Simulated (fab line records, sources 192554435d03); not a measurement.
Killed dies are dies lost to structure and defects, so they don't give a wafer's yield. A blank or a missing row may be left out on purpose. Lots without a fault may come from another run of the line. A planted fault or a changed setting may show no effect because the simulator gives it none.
Problem report in the 8D (eight disciplines) form, filled by code | flow n5_finfet | the parts of the form that need people (team, actions taken, sign-off) are left out

1. THE PROBLEM
h2_flow_sccm at N5_BEOL_M0_SAQP_STRIP_86 reads a mean of 329.3 sccm on 3 wafers of 2 lots; wafers without a fault read 300.0 sccm with a standard deviation of 1.1. That is +27 standard deviations from the usual mean.
The step: strips in N2/H2.
First seen on wafer L257.1, day 7 16:44, on rie_diel-03. The record holds 27 wafers of 9 lots with a number at this step. Rule for "out", or "out of limits": more than 4 standard deviations from the usual mean. The other wafers with a number count as sound.

2. WHAT IT IS AND WHAT IT IS NOT
question                    | is                               | is not
which readings at this step | h2_flow_sccm, throttle_valve_pct | drypump_motor_current_A, oes_product_au, rf_vpp_V, showerhead_plenum_p_Torr
which lots                  | L257, L259                       | L248, L249, L255, L256, L268, L269, L270
which wafers of those lots  | L257.1, L257.5, L259.6           | L257.3, L259.3, L259.5
read on which tools         | rie_diel-03                      | rie_diel-01, rie_diel-06
when                        | from day 7 16:44                 | up to then (13 sound wafers); but 11 sound wafers of L259, L268, L269, L270 came after

3. SUSPECTS, AND WHAT RULES EACH OUT
Counting: a tool at a process step up to the reading stays a suspect if it ran every lot that is out. Sound lots after the first of them don't rule it out here, since some wafers of a struck lot are sound.
- rie_diel-03 at N5_BEOL_M0_SAQP_STRIP_86 (strips in N2/H2): kept. It ran every lot that is out, first L257 (day 7 16:44); its last sound lot up to then is L256 (day 7 14:44). Its own readings are out on those wafers: h2_flow_sccm, throttle_valve_pct.
- Within rie_diel-03 at N5_BEOL_M0_SAQP_STRIP_86: the wafers that are out ran in chamber 3; their sound lot-mates ran in chambers 1, 2.
Left after counting: rie_diel-03 at N5_BEOL_M0_SAQP_STRIP_86.

4. THE CAUSE (what the simulator had put in)
Process parameter drift: rie_diel-03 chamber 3, from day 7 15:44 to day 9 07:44, at N5_BEOL_M0_SAQP_STRIP_86. Setting h2_flow_sccm, moved by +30, from 300. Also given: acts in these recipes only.
Counting left only this tool.

5. THE CHAIN OF EFFECTS, in route order
Each row: a reading whose mean over the struck wafers that have a number lies more than 3 standard deviations from the usual. Only readings for which the record gives a usual standard deviation are gone through. hours: the time from each lot's start at the first step in this table that gives one to its start at this step, as a median over the lots. sigmas: the change in usual standard deviations.
hours | step                     | reading            | usual      | on struck wafers | change | sigmas
0     | N5_BEOL_M0_SAQP_STRIP_86 | h2_flow_sccm       | 300.0 sccm | 329.3            | +29.3  | +27
0     | N5_BEOL_M0_SAQP_STRIP_86 | throttle_valve_pct | 18.93 %    | 21.69            | +2.76  | +11
The process steps in it:
- N5_BEOL_M0_SAQP_STRIP_86: strips in N2/H2.
Later measuring or inspecting steps at which every struck wafer that the step has a row for has a number for every such reading, and none has moved that far: N5_BEOL_M4_RC_MEAS_101.

6. WHAT WOULD HAVE CAUGHT IT SOONER
In this record the first reading out of limits was taken at day 7 16:44, 1 hour after the fault began at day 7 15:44.
